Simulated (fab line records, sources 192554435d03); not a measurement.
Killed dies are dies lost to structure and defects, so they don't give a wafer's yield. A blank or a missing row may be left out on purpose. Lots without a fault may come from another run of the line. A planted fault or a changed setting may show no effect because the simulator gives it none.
fab line records | flow n5_finfet
record lots=13 wafers=39 last_day=17
route steps=1938 shown DUMMY_GATE@248 SPACER0@260 SD_EPI_N@268
lots that met no fault: from a run of the same line without faults
start_h: hours from the record's first day to the start of the lot's first wafer shown | wait_h: hours since the lot's step before | " the same as in the row above | L1.1+2: a row that stands for several wafers | - no value, or no start given | * or withheld: withheld | < > ~ a bound
route shown NAME@n: a module of which the file shows steps, and the number in the route of the first | usual: mean/standard deviation of fault-free wafers | same: alike in all rows | chamber/n: place in a boat | sites: the reading at each site | _std_site: their standard deviation | _edge_site: outer sites' mean less inner sites' | radius_mm: how far each site lies from the wafer's centre | mask NAME#n: copy n | behind: the tool/chamber that last shaped the wafer | hold: why the lot was held/for how many hours/how that ended | device: the transistor (n, p or np) that didn't switch | end of line: the same wafers' tests at the end of the route | a step without rows: its recipe alone | killed: dies lost to structure and defects at the first sort, not the wafer's yield | map: a wafer's dies, x killed, . not, _ none there
set.NAME: the setting as run; set.NAME@STEP: as run at that earlier step | model.NAME: the simulator's own value behind a step, which no gauge read
steps of the route over a sample of lots; a table a step, a row a wafer
services: from which hour (start_h, from the record's first day; less than 0 if before it) a tool's chamber was out of use, for how many hours, and why
## steps
# step N5_DUMMY_GATE_ETCH_44
# recipe chemistry=HBr/O2 over_etch_frac=0.7 target_depth_a=1275 stop_on=SiO2 ion_energy_ev=60 bias_w=20 target=poly-Si mask_material=SiO2 pressure_mtorr=20 icp_w=400 HBr_flow_sccm=120 O2_flow_sccm=10
# usual bias_w=20.00/0.064 drypump_motor_current_A=5.72/0.29 oes_product_au=0.729/0.012 throttle_valve_pct=18.45/0.28
# columns lot.wafer tool chamber start_h wait_h bias_w drypump_motor_current_A oes_product_au rf_hours_counter_h throttle_valve_pct
L222.3 rie_si-06 0 46.44 0.0 20.01 5.87 0.745 0 18.35
L222.4 " 1 " " 19.93 6.12 0.745 35 18.66
L222.5 " 1 " " 19.93 6.12 0.726 - 18.65
L223.1 rie_si-05 2 53.94 0.0 20.02 5.45 0.738 18 18.06
L223.2 " 0 " " 20.00 5.66 0.726 2 18.45
L223.3 " 1 " " 19.96 6.00 0.723 135 18.38
L224.2 rie_si-01 0 60.39 0.0 19.94 5.20 0.737 8 18.53
L224.3 " 2 " " 20.20 5.70 0.696 11 18.23
L224.6 " 1 " " 19.95 5.94 0.700 - 18.09
L225.1 rie_si-01 0 66.70 0.0 20.06 5.24 0.741 8 18.54
L225.3 " 2 " " 19.89 5.75 0.703 11 18.24
L225.6 " 1 " " 19.98 5.90 0.727 - 18.08
L226.1 rie_si-01 2 70.96 0.0 19.99 5.72 0.710 12 18.23
L226.5 " 2 " " 20.07 5.72 0.711 - 18.23
L226.6 " 1 " " 20.06 5.91 0.714 - 18.08
L227.3 rie_si-05 1 79.04 0.0 20.13 5.98 0.711 135 18.38
L227.4 " 2 " " 19.94 5.43 0.710 19 18.05
L227.5 " 1 " " 20.11 5.95 0.719 - 18.35
L228.2 rie_si-06 1 83.96 0.0 19.91 6.14 0.729 35 18.67
L228.4 " 2 " " 19.93 5.71 0.734 76 18.87
L228.6 " 1 " " 19.92 6.12 0.716 - 18.68
L229.2 rie_si-06 3 89.62 0.0 19.98 5.47 0.741 25 18.09
L229.3 " 2 " " 19.97 5.77 0.739 76 18.86
L229.4 " 1 " " 19.94 6.12 0.732 36 18.67
L240.2 rie_si-01 0 155.98 0.0 20.04 5.23 0.727 10 18.54
L240.4 " 1 " " 20.05 5.96 0.722 173 18.09
L240.5 " 3 " " 20.06 5.90 0.741 - 18.76
L241.3 rie_si-06 2 160.83 0.0 19.98 5.72 0.717 77 18.86
L241.5 " 2 " " 20.02 5.76 0.735 - 18.87
L241.6 " 1 " " 20.03 6.17 0.722 - 18.65
L242.2 rie_si-06 3 166.52 0.0 19.89 5.48 0.742 26 18.07
L242.4 " 2 " " 20.04 5.77 0.723 77 18.88
L242.6 " 2 " " 20.10 5.76 0.744 - 18.86
L243.1 rie_si-06 2 173.89 0.0 19.92 5.76 0.732 77 18.87
L243.2 " 3 " " 20.01 5.44 0.747 26 18.08
L243.4 " 0 " " 19.97 5.87 0.752 2 18.36
L244.1 rie_si-06 2 178.37 0.0 19.95 5.80 0.730 77 18.87
L244.5 " 2 " " 19.99 5.80 0.726 - 18.87
L244.6 " 0 " " 20.01 5.87 0.736 - 18.35
# step N5_DUMMY_GATE_INSPECT_27
# recipe inspect_instrument=brightfield mode=aei
# usual raw_defect_count=328/77
# columns lot.wafer tool chamber start_h wait_h raw_defect_count
L222.3 defect_inspect-02 - 46.84 0.0 441
L222.4 " - " " 411
L222.5 " - " " 443
L223.1 defect_inspect-01 - 54.43 0.0 260
L223.2 " - " " 339
L223.3 " - " " 229
L224.2 defect_inspect-02 - 60.80 0.0 300
L224.3 " - " " 323
L224.6 " - " " 339
L225.1 defect_inspect-01 - 67.10 0.0 341
L225.3 " - " " 302
L225.6 " - " " 533
L226.1 defect_inspect-02 - 71.35 0.0 203
L226.5 " - " " 345
L226.6 " - " " 254
L227.3 defect_inspect-02 - 79.55 0.0 292
L227.4 " - " " 308
L227.5 " - " " 285
L228.2 defect_inspect-02 - 84.45 0.0 493
L228.4 " - " " 404
L228.6 " - " " 356
L229.2 defect_inspect-01 - 90.02 0.0 303
L229.3 " - " " 390
L229.4 " - " " 263
L240.2 defect_inspect-02 - 156.38 0.0 269
L240.4 " - " " 298
L240.5 " - " " 314
L241.3 defect_inspect-02 - 161.48 0.0 290
L241.5 " - " " 288
L241.6 " - " " 297
L242.2 defect_inspect-02 - 166.92 0.0 364
L242.4 " - " " 460
L242.6 " - " " 507
L243.1 defect_inspect-01 - 174.48 0.0 270
L243.2 " - " " 359
L243.4 " - " " 269
L244.1 defect_inspect-02 - 178.82 0.0 240
L244.5 " - " " 239
L244.6 " - " " 317
# step N5_SPACER0_ALD_08
# recipe material=SiNx target_thk_a=20 temp_c=400 ald_precursor_family=SiH2I2 ald_co_reactant=N2/H2-plasma pressure_torr=2
# usual heater_power_w=803/60
# columns lot.wafer tool chamber start_h wait_h heater_power_w
L222.3 ald_sin-01 1 47.29 0.1 812
L222.4 " 3 " " 784
L222.5 " 1 " " 815
L223.1 ald_sin-01 0 54.88 0.1 669
L223.2 " 3 " " 767
L223.3 " 1 " " 836
L224.2 ald_sin-01 2 61.24 0.1 843
L224.3 " 3 " " 764
L224.6 " 3 " " 767
L225.1 ald_sin-03 1 67.54 0.1 753
L225.3 " 2 " " 819
L225.6 " 1 " " 745
L226.1 ald_sin-01 0 71.80 0.1 678
L226.5 " 2 " " 826
L226.6 " 1 " " 808
L227.3 ald_sin-03 3 79.99 0.1 901
L227.4 " 2 " " 820
L227.5 " 1 " " 734
L228.2 ald_sin-03 3 84.96 0.1 889
L228.4 " 0 " " 843
L228.6 " 2 " " 836
L229.2 ald_sin-01 0 90.47 0.1 686
L229.3 " 1 " " 834
L229.4 " 0 " " 659
L240.2 ald_sin-03 2 156.83 0.1 824
L240.4 " 3 " " 903
L240.5 " 1 " " 765
L241.3 ald_sin-01 3 161.92 0.1 786
L241.5 " 3 " " 766
L241.6 " 0 " " 664
L242.2 ald_sin-04 0 167.36 0.1 812
L242.4 " 1 " " 815
L242.6 " 1 " " 819
L243.1 ald_sin-01 1 174.92 0.1 844
L243.2 " 0 " " 671
L243.4 " 3 " " 778
L244.1 ald_sin-01 3 180.76 0.1 777
L244.5 " 2 " " 853
L244.6 " 3 " " 794
# step N5_SD_EPI_N_PEB_07
# recipe peb_temp_c=110 peb_time_s=60 resist=CAR-ArF-block
# usual heater_power_total_W=175.5/1.5
# columns lot.wafer tool chamber start_h wait_h heater_power_total_W
L222.3 litho_track-04 0 47.65 0.0 174.3
L222.4 " 0 " " 177.1
L222.5 " 0 " " 173.1
L223.1 litho_track-04 0 55.37 0.1 175.6
L223.2 " 0 " " 174.0
L223.3 " 0 " " 173.1
L224.2 litho_track-01 0 61.73 0.0 175.4
L224.3 " 0 " " 176.3
L224.6 " 0 " " 175.6
L225.1 litho_track-01 0 67.93 0.1 176.1
L225.3 " 0 " " 177.4
L225.6 " 0 " " 176.8
L226.1 litho_track-01 0 72.29 0.1 177.6
L226.5 " 0 " " 176.1
L226.6 " 0 " " 174.4
L227.3 litho_track-01 0 80.49 0.0 177.3
L227.4 " 0 " " 173.0
L227.5 " 0 " " 173.4
L228.2 litho_track-01 0 85.45 0.0 174.5
L228.4 " 0 " " 176.2
L228.6 " 0 " " 177.6
L229.2 litho_track-01 0 90.96 0.0 173.0
L229.3 " 0 " " 174.5
L229.4 " 0 " " 264.7
L240.2 litho_track-02 0 157.32 0.0 176.8
L240.4 " 0 " " 176.0
L240.5 " 0 " " 177.6
L241.3 litho_track-04 0 162.42 0.0 173.8
L241.5 " 0 " " 173.1
L241.6 " 0 " " 177.0
L242.2 litho_track-02 0 167.73 0.0 177.0
L242.4 " 0 " " 173.9
L242.6 " 0 " " 173.1
L243.1 litho_track-04 0 175.41 0.1 177.5
L243.2 " 0 " " 176.2
L243.4 " 0 " " 173.4
L244.1 litho_track-02 0 181.12 0.1 176.7
L244.5 " 0 " " 176.4
L244.6 " 0 " " 176.1
# step N5_SD_EPI_N_CD_MEAS_09
# recipe target_cd_nm=120 landing_energy_ev=500 detector=se_inlens
# usual cd_nm=120.1/1.3
# columns lot.wafer tool chamber start_h wait_h cd_nm
L222.3 cd_sem-02 0 47.72 - 119.2
L222.4 " 0 " " 119.8
L222.5 " 0 " " 120.1
L223.1 cd_sem-01 0 55.44 - 121.5
L223.2 " 0 " " 120.1
L223.3 " 0 " " 119.6
L224.2 cd_sem-03 0 61.80 - 122.1
L224.3 " 0 " " 120.8
L224.6 " 0 " " 122.5
L225.1 cd_sem-02 0 68.00 - 121.2
L225.3 " 0 " " 121.6
L225.6 " 0 " " 121.2
L226.1 cd_sem-03 0 72.36 - 121.0
L226.5 " 0 " " 120.3
L226.6 " 0 " " 120.1
L227.3 cd_sem-02 0 80.55 - 122.7
L227.4 " 0 " " 121.7
L227.5 " 0 " " 120.8
L228.2 cd_sem-01 0 85.52 - 121.3
L228.4 " 0 " " 121.2
L228.6 " 0 " " 123.0
L229.2 cd_sem-03 0 91.02 - 122.0
L229.3 " 0 " " 121.3
L229.4 " 0 " " 92.2
L240.2 cd_sem-01 0 157.38 - 118.2
L240.4 " 0 " " 119.0
L240.5 " 0 " " 118.4
L241.3 cd_sem-01 0 162.48 - 118.9
L241.5 " 0 " " 118.1
L241.6 " 0 " " 119.0
L242.2 cd_sem-01 0 167.80 - 118.4
L242.4 " 0 " " 118.6
L242.6 " 0 " " 117.8
L243.1 cd_sem-03 0 175.48 - 119.9
L243.2 " 0 " " 118.9
L243.4 " 0 " " 118.7
L244.1 cd_sem-03 0 181.19 - 118.8
L244.5 " 0 " " 117.0
L244.6 " 0 " " 119.7
## services
# columns tool chamber start_h hours kind
rie_si-06 0 25.28 - clean
rie_si-06 0 25.28 - consumable_replace:focus_ring
rie_si-06 0 25.28 11.8 scheduled_down
rie_si-06 0 25.28 11.8 vent_cycle
ald_sin-01 - 39.01 4.3 pm
rie_si-05 1 44.73 1.0 repair
rie_si-01 3 50.64 5.8 repair
ald_sin-01 0 57.93 6.9 repair
rie_si-05 3 73.72 4.7 repair
ald_sin-01 2 86.81 36.7 repair
rie_si-05 0 104.16 2.8 repair
rie_si-06 - 108.52 0.1 repair
ald_sin-03 2 111.45 3.5 repair
rie_si-06 1 114.25 13.2 repair
ald_sin-04 3 118.43 18.7 repair
rie_si-05 3 127.23 6.0 repair
rie_si-06 3 175.58 8.2 repair
ald_sin-03 - 176.92 14.0 pm
ald_sin-03 0 176.92 14.0 vent_cycle
ald_sin-03 1 176.92 14.0 vent_cycle
ald_sin-03 2 176.92 14.0 vent_cycle
ald_sin-03 3 176.92 14.0 vent_cycle
## key
first_sign step=N5_SD_EPI_N_PEB_07 reading=heater_power_total_W direction=up sigmas=58 usual=* struck=*
effect step=N5_SD_EPI_N_CD_MEAS_09 reading=cd_nm direction=down sigmas=22 usual=120.1 struck=92.2
met_at N5_SD_EPI_N_PEB_07
struck_lots L229
struck_wafers L229.4
later_rows_left_out L229.4
sort_left_out L229.4
tester_left_out L229
not_acting_at N5_DUMMY_GATE_ETCH_44,N5_DUMMY_GATE_INSPECT_27,N5_SPACER0_ALD_08
onset_between 85.45 90.96
fault kind=process_parameter_drift tool=litho_track-01 chamber=- onset_h=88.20 steps=N5_SD_EPI_N_PEB_07 channel=peb_time_s offset=* shape=step end_h=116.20 scope=struck_wafers_only acts_in=* stated=*
# tester_left_out: of these lots the tester's yield and bins aren't shown, on N5 and GAA mostly nor the transistor test; their killed dies are dies lost to structure and defects alone, not to doping, threshold or leakage, so they don't give the yield
# sort_left_out: the simulated sort isn't trusted on such a fault, so these wafers' sort isn't shown, and their yield isn't known
# later_rows_left_out: the simulator's readings of these wafers behind a module that went badly wrong aren't trusted and aren't shown, but for the sort
